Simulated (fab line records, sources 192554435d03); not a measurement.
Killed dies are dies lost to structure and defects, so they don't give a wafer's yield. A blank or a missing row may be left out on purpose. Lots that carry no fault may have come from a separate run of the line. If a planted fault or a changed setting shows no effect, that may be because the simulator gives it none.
A struck lot beside a sound one + flow n5-finfet + 31 out of 1938 route steps
Sound: these wafers, L708.1, L708.2, L708.6. Wafers struck: L712.2, L712.4, L712.5. The cause is named last.
Order at every step that has rows: each side's tool, ch and its chambers, its first start. Under that, the readings that differ: sound wafers + struck wafers + difference of the means + sigmas: that difference in standard deviations of wafers without a fault.
alike: readings whose means differ by less than 2 such deviations, and words and numbers that are the same on both sides. not compared: withheld readings, readings that some wafer has no value for, bounds like >300 that may hide the same value, and numbers for which the record gives no deviation and whose values overlap.
The two part at a step that has a row with sigmas, a row that says differs or no value, or rows on one side only. Non-overlapping numbers with no deviation appear without sigmas and do not part them. Lack of a reading on every wafer of one side parts them only where that side has two or more wafers.

first, 8 steps without rows for these wafers: N5_FIN_SAQP_HM_OPEN_33 (chemistry CH3F/O2, target SiNx, target depth 49.4 nm, time 70.6 s); N5_FIN_SAQP_ETCH_34 (etches SiO2 in C4F6/O2, target depth 45 nm, time 15 s); N5_FIN_SAQP_STRIP_77 (strips in N2/H2, time 90 s); N5_FIN_SAQP_ETCH_64 (etches SiO2 in CF4, target depth 1.5 nm); N5_FIN_SAQP_FIN_ETCH_36 (etches the open film in HBr/Cl2/O2, target depth 120 nm, time 50.4 s); N5_FIN_SAQP_PRECLEAN_38 (cleans in O3/DIW, time 45 s); N5_FIN_SAQP_PRECLEAN_45 (cleans in dHF, time 10 s); N5_FIN_SAQP_SRD_39 (time 30 s).
N5_FIN_CUT_COAT_18: time 60 s, resist thk 230 nm.
  sound on litho-track-05 ch 0, day 5 06:35; struck on litho-track-05 ch 0, day 6 02:28
| reading                                  | sound                | struck               | difference | sigmas      |
|------------------------------------------|----------------------|----------------------|------------|-------------|
| heater-power-total-W (W)                 | 499.5 501.0 498.2    | 397.8 395.7 398.5    | -102.2     | -60         |
| plate-temp-C (C)                         | 249.87 249.90 250.10 | 207.09 207.10 207.11 | -42.86     | -99 or more |
| model.SOC_of_FIN_CUT_COAT_18.thk-nm (nm) | 229.8 230 230.2      | 241.4 241.6 241.4    | +11.5      |             |
then, 11 steps without rows for these wafers: N5_FIN_CUT_COAT_19 (time 60 s, resist thk 20 nm); N5_FIN_CUT_COAT_29 (time 60 s, resist thk 10 nm); N5_FIN_CUT_COAT_02 (resist thk 30 nm); N5_FIN_CUT_EBR_04; N5_FIN_CUT_SOFTBAKE_03 (time 60 s); N5_FIN_CUT_EXPOSE_05 (exposes mask FIN CUT); N5_FIN_CUT_PEB_06 (peb time 60 s); N5_FIN_CUT_DEVELOP_07 (develop time 30 s); N5_FIN_CUT_DESCUM_13 (chemistry O2, time 7 s); N5_FIN_CUT_ETCH_30 (etches underlayer in N2/H2, target depth 13 nm, time 10.4 s); N5_FIN_CUT_ETCH_20 (etches SiARC in CF4, target depth 26 nm, time 43.3 s).
N5_FIN_CUT_ETCH_21: etches SOC in N2/H2, target depth 219 nm, overetch 43.8 nm, time 523.5 s.
  sound on rie-diel-01 ch 0,3, day 5 07:04; struck on rie-diel-06 ch 0,2, day 6 02:57
| reading                     | sound             | struck            | difference | sigmas |
|-----------------------------|-------------------|-------------------|------------|--------|
| drypump-motor-current-A (A) | 4.7 5.0 4.8       | 6.5 6.4 6.5       | +1.6       | +2     |
| model.etch.depth-nm (nm)    | 229.9 229.9 230.3 | 226.9 227.1 226.9 | -3.1       |        |
  alike: n2-flow-sccm, oes-product-au, rf-fwd-power-W, rf-vpp-V, showerhead-plenum-p-Torr, throttle-valve-pct
  not compared: rf-hours-counter-h
then, 7 steps without rows for these wafers: N5_FIN_CUT_STRIP_23 (strips in N2/H2); N5_FIN_CUT_STRIP_31 (strips in N2/H2); N5_FIN_CUT_STRIP_24 (strips in CF4); N5_FIN_CUT_CUT_ETCH_26 (etches SiNx in CH3F/O2, target depth 39 nm, time 55.7 s); N5_FIN_CUT_CUT_ETCH_27 (etches SiO2 in CHF3/O2, target depth 4 nm, overetch 2 nm, time 4.9 s); N5_FIN_CUT_PRECLEAN_35 (cleans in vHF, time 13.3 s); N5_FIN_CUT_CUT_ETCH_15 (etches Si in HBr/Cl2/O2, target depth 100 nm, bt time 10 s, time 42.4 s).
N5_FIN_CUT_CUT_ETCH_28: etches Si in HBr/Cl2/O2, target depth 6 nm, time 2.4 s.
  sound on rie-si-03 ch 0,1,3, day 5 07:40; struck on rie-si-03 ch 0,1,3, day 6 03:32
| reading                                  | sound             | struck            | difference | sigmas |
|------------------------------------------|-------------------|-------------------|------------|--------|
| model.SOC_of_FIN_CUT_COAT_18.thk-nm (nm) | 168.8 168.8 168.4 | 166.2 165.6 165.4 | -2.9       |        |
  alike: drypump-motor-current-A, mfc-cl2-sccm, oes-product-au, throttle-valve-pct
  not compared: rf-fwd-power-W, rf-hours-counter-h
then, 1 step without rows for these wafers: N5_FIN_CUT_STRIP_22 (strips in N2/H2).
-- a jump in the record: the struck wafers' starts before and after are 7 days apart (it breaks off in module FIN_CUT and resumes in module BEOL_M4, where the first step shown is number 1111 of the route) --
N5_BEOL_M4_RC_MEAS_101:
  sound on prober-01 ch 0, day 14 14:39; struck on prober-02 ch 0, day 13 07:27
  alike: DIBL_N, DIBL_P, IOFF_N, IOFF_P, ION_N, ION_P, SS_N, SS_P, VT_N, VT_P

## WHERE THEY PART
At N5_FIN_CUT_COAT_18 first; at N5_FIN_CUT_ETCH_21 last (within this record only). Later steps at which nothing parts them and some readings are alike: N5_FIN_CUT_CUT_ETCH_28, N5_BEOL_M4_RC_MEAS_101.

WHY: what had been put in by the simulator
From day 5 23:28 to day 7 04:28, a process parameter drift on litho-track-05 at N5_FIN_CUT_COAT_18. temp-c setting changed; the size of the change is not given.
